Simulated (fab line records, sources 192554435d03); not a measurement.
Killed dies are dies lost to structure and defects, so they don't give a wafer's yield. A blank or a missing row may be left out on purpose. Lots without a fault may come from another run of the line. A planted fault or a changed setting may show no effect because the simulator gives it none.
Split-lot experiment | flow n5_finfet | 7 lots, 21 wafers read, on a route of 1938 steps

THE SPLIT
At N5_SD_EPI_P_EPI_21 (deposits SiGe:B, time 355 s), the setting temp_c was moved away from the recipe's 550 C on 10 of the 21 wafers read, by -0.6% to +0.7%. The other wafers ran this setting at the recipe's value.

FROM THE SPLIT TO THE READING: what the file shows between them, 7 steps
- N5_SD_EPI_P_HM_STRIP_48: strips SiNx in H3PO4, material SiNx, target depth 3 nm
- N5_SD_EPI_P_SRD_49: time 30 s
- N5_SD_EPI_P_PRECLEAN_24: cleans in O3/DIW, time 45 s
- N5_SD_EPI_P_PRECLEAN_32: cleans in dHF, time 10 s
- N5_SD_EPI_P_PRECLEAN_33: cleans in SC2, time 45 s
- N5_SD_ACTIVATION_RTA_00: time 0 s
- N5_SD_ACTIVATION_LSA_01: time 0.0008 s

THE READING
RS_SD_P, in ohm/sq, at N5_SD_ACTIVATION_RS_MEAS_03 (measures by four-point-probe). Fault-free wafers of this fab line usually give 56.0 ohm/sq, standard deviation 1 ohm/sq.

wafer  | tool, chamber at the split | temp_c as run, C | against the recipe | RS_SD_P, ohm/sq | against lot-mates on the recipe
L074.2 | epi_rpcvd-02, 0            | 548.5            | -0.3%              | 57.2            | +2.0
L074.4 | epi_rpcvd-02, 0            | 550              | recipe             | 55.2            | -
L074.5 | epi_rpcvd-02, 0            | 548.5            | -0.3%              | 58.6            | +3.4
L076.1 | epi_rpcvd-04, 0            | 553.8            | +0.7%              | 52.4            | -3.8
L076.2 | epi_rpcvd-04, 0            | 553.8            | +0.7%              | 51.5            | -4.7
L076.6 | epi_rpcvd-04, 0            | 550              | recipe             | 56.2            | -
L077.2 | epi_rpcvd-03, 0            | 550              | recipe             | 55.4            | -
L077.4 | epi_rpcvd-03, 0            | 550              | recipe             | 55.0            | -
L077.6 | epi_rpcvd-03, 0            | 546.5            | -0.6%              | 59.1            | +3.9
L082.2 | epi_rpcvd-02, 0            | 553.3            | +0.6%              | 49.6            | no lot-mate on the recipe
L082.3 | epi_rpcvd-02, 0            | 553.3            | +0.6%              | 50.2            | no lot-mate on the recipe
L082.4 | epi_rpcvd-02, 0            | 553.3            | +0.6%              | 49.6            | no lot-mate on the recipe
L083.1 | epi_rpcvd-04, 0            | 548.5            | -0.3%              | 57.5            | +2.4
L083.3 | epi_rpcvd-04, 0            | 550              | recipe             | 55.1            | -
L083.4 | epi_rpcvd-04, 0            | 548.5            | -0.3%              | 58.0            | +2.9
L090.1 | epi_rpcvd-03, 0            | 550              | recipe             | 56.2            | -
L090.2 | epi_rpcvd-03, 0            | 550              | recipe             | 56.2            | -
L090.6 | epi_rpcvd-03, 0            | 550              | recipe             | 55.3            | -
L095.1 | epi_rpcvd-03, 0            | 550              | recipe             | 56.5            | -
L095.4 | epi_rpcvd-03, 0            | 550              | recipe             | 56.2            | -
L095.6 | epi_rpcvd-03, 0            | 550              | recipe             | 55.8            | -

THE FIT
A straight line over all 21 wafers: RS_SD_P changes by -7.35 ohm/sq for each +1% of temp_c; r = -0.95; the points scatter about the line by 0.93 ohm/sq.
The same after taking each lot's own level away (the mean of its wafers on the recipe; 18 wafers): -6.76 ohm/sq for each +1%; r = -0.97; scatter 0.55 ohm/sq.
On that fit, the largest move of temp_c shifts the reading by 4.7 ohm/sq.
The lots' own levels span 55.10 to 56.20 ohm/sq, that is 1.1 times the standard deviation above.
So the lot-to-lot level changes the slope little: the two slopes agree.
Check: with one of the wafers moved furthest among these (+0.7%) left out of the fit, the line predicts -4.83 ohm/sq for it against its lot-mates. It came out at -3.8 ohm/sq against them.

OTHER SPLITS ON THESE WAFERS
These wafers also went through other splits before the reading. Each is held against what the fit with the lots' levels taken away leaves over:
other split on the same wafers           | wafers away from the commonest value | r with RS_SD_P (lot level and that fit taken away)
N5_WELL_APT_COAT_02 spin_rpm             | 3                                    | +0.08
N5_WELL_APT_EXPOSE_05 dose_mj            | 6                                    | +0.25
N5_PMOS_HMC_CHANNEL_EPI_HM_DEP_34 time_s | 7                                    | +0.54
N5_DUMMY_GATE_COAT_34 spin_rpm           | 7                                    | +0.11

THE WHOLE CHAIN: every reading that the file lists as answering this split, in the file's order
step                        | what it does                 | reading                                                                           | change (the file's fit)              | r (the file's)
N5_SD_EPI_P_EPI_21          | deposits SiGe:B, time 355 s  | SiGe-B_of_SD_EPI_P_EPI_21.thk_nm (the simulator's own value, which no gauge read) | +7.12 nm for each +1% of the setting | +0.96
N5_SD_EPI_P_PRECLEAN_24     | cleans in O3/DIW, time 45 s  | SiGe-B_of_SD_EPI_P_EPI_21.thk_nm (the simulator's own value, which no gauge read) | +7.03 nm for each +1% of the setting | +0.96
N5_SD_ACTIVATION_RS_MEAS_03 | measures by four-point-probe | RS_SD_P                                                                           | -6.7 for each +1% of the setting     | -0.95

THE FILE'S OWN FIT
RS_SD_P changes by -6.7 ohm/sq for each +1% of temp_c, r = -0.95.
